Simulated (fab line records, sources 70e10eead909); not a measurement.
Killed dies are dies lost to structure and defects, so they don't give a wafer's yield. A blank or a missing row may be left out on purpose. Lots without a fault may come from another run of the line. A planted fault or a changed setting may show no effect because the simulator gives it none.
Which tool did it? | flow nand_harc | 13 lots, 39 wafers sampled, at 5 steps of a route of 1302

WHAT THE GAUGES READ, wafer by wafer
NHARC_END_SORT_01. Usual: killed_at_array 55, standard deviation 17; killed_at_other 1.1, standard deviation 1.6; killed_at_periphery 3.8, standard deviation 2.5; killed_dies 60, standard deviation 18; killed_open 3.3, standard deviation 1.9; killed_short 2.5, standard deviation 1.7.
lot  | measured     | on        | killed_at_array | killed_at_other | killed_at_periphery | killed_dies | killed_open | killed_short | flag
L345 | day 31 16:08 | prober-02 | 39 32 40        | 2 0 2           | 1 3 2               | 42 35 44    | 9 4 1       | 2 5 3        |

WHICH TOOL RAN EACH LOT (tool, then ch and the chambers of the sampled wafers, then the start)
lot  | NHARC_P_ZERO_WELL_DESCUM_39        | NHARC_P_ZERO_WELL_RTA_42         | NHARC_P_STI_EXPOSE_06             | NHARC_P_STI_ETCH_15
L327 | rie_diel-13 ch 0,1,3, day 2 01:01  | rtp_anneal-01 ch 0, day 2 03:37  | krf_scanner-03 ch 0, day 2 22:53  | rie_si-04 ch 1,2, day 2 23:34
L328 | rie_diel-11 ch 1,2, day 2 10:17    | rtp_anneal-02 ch 0, day 2 13:00  | krf_scanner-02 ch 0, day 3 08:11  | rie_si-04 ch 0,3, day 3 08:52
L329 | rie_diel-11 ch 0,2,3, day 2 20:23  | rtp_anneal-02 ch 0, day 2 22:53  | krf_scanner-04 ch 0, day 3 15:32  | rie_si-02 ch 1,2,3, day 3 16:13
L330 | rie_diel-11 ch 2,3, day 3 06:08    | rtp_anneal-01 ch 0, day 3 08:44  | krf_scanner-02 ch 0, day 3 23:52  | rie_si-04 ch 2,3, day 4 00:33
L332 | rie_diel-11 ch 1,3, day 4 03:29    | rtp_anneal-01 ch 0, day 4 06:11  | krf_scanner-02 ch 0, day 4 21:02  | rie_si-04 ch 1,3, day 4 21:43
L333 | rie_diel-08 ch 0,2,3, day 4 12:56  | rtp_anneal-02 ch 0, day 4 15:47  | krf_scanner-02 ch 0, day 5 09:11  | rie_si-04 ch 0,1,3, day 5 09:54
L334 | rie_diel-13 ch 0,1,3, day 5 02:26  | rtp_anneal-01 ch 0, day 5 05:12  | krf_scanner-03 ch 0, day 5 20:50  | rie_si-02 ch 0,1,2, day 5 21:32
L336 | rie_diel-11 ch 1,2,3, day 5 18:17  | rtp_anneal-02 ch 0, day 5 20:45  | krf_scanner-03 ch 0, day 6 14:07  | rie_si-04 ch 0,2,3, day 6 14:51
L343 | rie_diel-13 ch 0,2,3, day 8 16:09  | rtp_anneal-01 ch 0, day 8 18:42  | krf_scanner-02 ch 0, day 9 10:22  | rie_si-04 ch 0,1,3, day 9 11:03
L345 | rie_diel-08 ch 0,2,3, day 9 12:28  | rtp_anneal-01 ch 0, day 9 14:57  | krf_scanner-04 ch 0, day 10 06:45 | rie_si-01 ch 2,3, day 10 07:26
L346 | rie_diel-08 ch 1,3, day 9 22:08    | rtp_anneal-02 ch 0, day 10 00:52 | krf_scanner-04 ch 0, day 10 23:13 | rie_si-04 ch 2,3, day 10 23:54
L348 | rie_diel-11 ch 0,2,3, day 10 18:15 | rtp_anneal-01 ch 0, day 10 21:24 | krf_scanner-04 ch 0, day 11 13:58 | rie_si-02 ch 0,2,3, day 11 14:40
L350 | rie_diel-08 ch 2,3, day 11 14:31   | rtp_anneal-01 ch 0, day 11 17:09 | krf_scanner-02 ch 0, day 12 12:01 | rie_si-04 ch 2,3, day 12 12:43
- NHARC_P_ZERO_WELL_DESCUM_39: chemistry O2, time 3 s.
- NHARC_P_ZERO_WELL_RTA_42: time 300 s.
- NHARC_P_STI_EXPOSE_06: exposes mask P STI, target cd 200 nm.
- NHARC_P_STI_ETCH_15: etches the open film in HBr/Cl2, target depth 300 nm, time 100.1 s.

WHAT THE TOOLS THEMSELVES READ (means of the sampled wafers that have a number; where no wafer has one, the mark that the record gives instead)
NHARC_P_ZERO_WELL_DESCUM_39. Usual: drypump_motor_current_A 6.0 A, standard deviation 0.53; oes_product_au 0.998 a.u., standard deviation 0.0089; rf_vpp_V 57.7 V, standard deviation 0.89; showerhead_plenum_p_Torr 1.89 Torr, standard deviation 0.079; throttle_valve_pct 11.310 %, standard deviation 0.0095.
lot  | tool        | drypump_motor_current_A (A) | oes_product_au (a.u.) | rf_vpp_V (V) | showerhead_plenum_p_Torr (Torr) | throttle_valve_pct (%) | flag
L327 | rie_diel-13 | 5.9                         | 1.000                 | 57.6         | 1.92                            | 11.314                 |
L328 | rie_diel-11 | 6.3                         | 1.003                 | 58.0         | 1.91                            | 11.308                 |
L329 | rie_diel-11 | 6.3                         | 0.999                 | 58.1         | 1.91                            | 11.304                 |
L330 | rie_diel-11 | 6.4                         | 0.992                 | 58.2         | 1.94                            | 11.312                 |
L332 | rie_diel-11 | 6.1                         | 0.983                 | 57.8         | 1.95                            | 11.306                 |
L333 | rie_diel-08 | 5.5                         | 1.000                 | 57.5         | 1.85                            | 11.301                 |
L334 | rie_diel-13 | 5.9                         | 0.993                 | 58.0         | 1.91                            | 11.309                 |
L336 | rie_diel-11 | 6.3                         | 0.989                 | 57.2         | 1.92                            | 11.307                 |
L343 | rie_diel-13 | 5.6                         | 1.007                 | 58.1         | 1.89                            | 11.314                 |
L345 | rie_diel-08 | 5.6                         | 0.999                 | 58.5         | 1.94                            | 11.311                 |
L346 | rie_diel-08 | 6.4                         | 0.997                 | 58.6         | 2.02                            | 11.302                 |
L348 | rie_diel-11 | 6.3                         | 0.996                 | 56.8         | 1.89                            | 11.303                 |
L350 | rie_diel-08 | 6.0                         | 0.993                 | 58.2         | 2.03                            | 11.319                 |

NHARC_P_ZERO_WELL_RTA_42. Usual: lamp_power_pct 37.6 %, standard deviation 2.4; wafer_temp_C_max 1103.5, standard deviation 0.82.
lot  | tool          | lamp_power_pct (%) | wafer_temp_C_max | flag
L327 | rtp_anneal-01 | 35.8               | 1103.0           |
L328 | rtp_anneal-02 | 40.7               | 1103.9           |
L329 | rtp_anneal-02 | 40.7               | 1104.2           |
L330 | rtp_anneal-01 | 35.7               | 1103.3           |
L332 | rtp_anneal-01 | 35.7               | 1103.8           |
L333 | rtp_anneal-02 | 40.8               | 1104.0           |
L334 | rtp_anneal-01 | 35.8               | 1103.4           |
L336 | rtp_anneal-02 | 40.8               | 1103.6           |
L343 | rtp_anneal-01 | 35.7               | 1102.6           |
L345 | rtp_anneal-01 | 35.7               | 1103.1           |
L346 | rtp_anneal-02 | 40.8               | 1103.5           |
L348 | rtp_anneal-01 | 35.7               | 1102.6           |
L350 | rtp_anneal-01 | 35.7               | 1102.3           |

NHARC_P_STI_ETCH_15. Usual: drypump_motor_current_A 5.9 A, standard deviation 0.61; he_backside_leak_sccm 2.78 sccm, standard deviation 0.23; oes_product_au 1.002 a.u., standard deviation 0.0085; throttle_valve_pct 26.406 %, standard deviation 0.0091.
lot  | tool      | drypump_motor_current_A (A) | he_backside_leak_sccm (sccm) | oes_product_au (a.u.) | throttle_valve_pct (%) | flag
L327 | rie_si-04 | 6.2                         | 2.95                         | 1.006                 | 26.399                 |
L328 | rie_si-04 | 6.1                         | 2.63                         | 0.999                 | 26.412                 |
L329 | rie_si-02 | 5.4                         | 2.59                         | 1.005                 | 26.408                 |
L330 | rie_si-04 | 6.2                         | 2.87                         | 1.007                 | 26.414                 |
L332 | rie_si-04 | 6.7                         | 2.78                         | 1.009                 | 26.401                 |
L333 | rie_si-04 | 6.1                         | 2.75                         | 1.013                 | 26.413                 |
L334 | rie_si-02 | 5.7                         | 2.57                         | 1.007                 | 26.409                 |
L336 | rie_si-04 | 5.9                         | 2.83                         | 1.010                 | 26.405                 |
L343 | rie_si-04 | 6.1                         | 2.82                         | 1.001                 | 26.405                 |
L345 | rie_si-01 | 5.7                         | 2.72                         | 0.989                 | 26.416                 |
L346 | rie_si-04 | 6.2                         | 2.98                         | 0.998                 | 26.406                 |
L348 | rie_si-02 | 5.8                         | 2.83                         | 0.998                 | 26.408                 |
L350 | rie_si-04 | 6.2                         | 3.05                         | 0.999                 | 26.417                 |

THE ANSWER, worked out from the rows above alone
Rule: a lot is off if the mean of its wafers that have a number lies more than 3 standard deviations from the usual mean. A lot without any number at a reading at which 4 lots or more have one is off too. The other lots that the step has rows for count as sound. The gauges are gone through in route order, then the tools' own readings, and for those a lot's mean is taken as printed above. The first step at which some lot is off is used, and at that step the reading that is off furthest; a lot without a number counts as furthest.
No lot is off at any reading shown: from this, nothing can be told.

WHAT THE SIMULATOR HAD PUT IN
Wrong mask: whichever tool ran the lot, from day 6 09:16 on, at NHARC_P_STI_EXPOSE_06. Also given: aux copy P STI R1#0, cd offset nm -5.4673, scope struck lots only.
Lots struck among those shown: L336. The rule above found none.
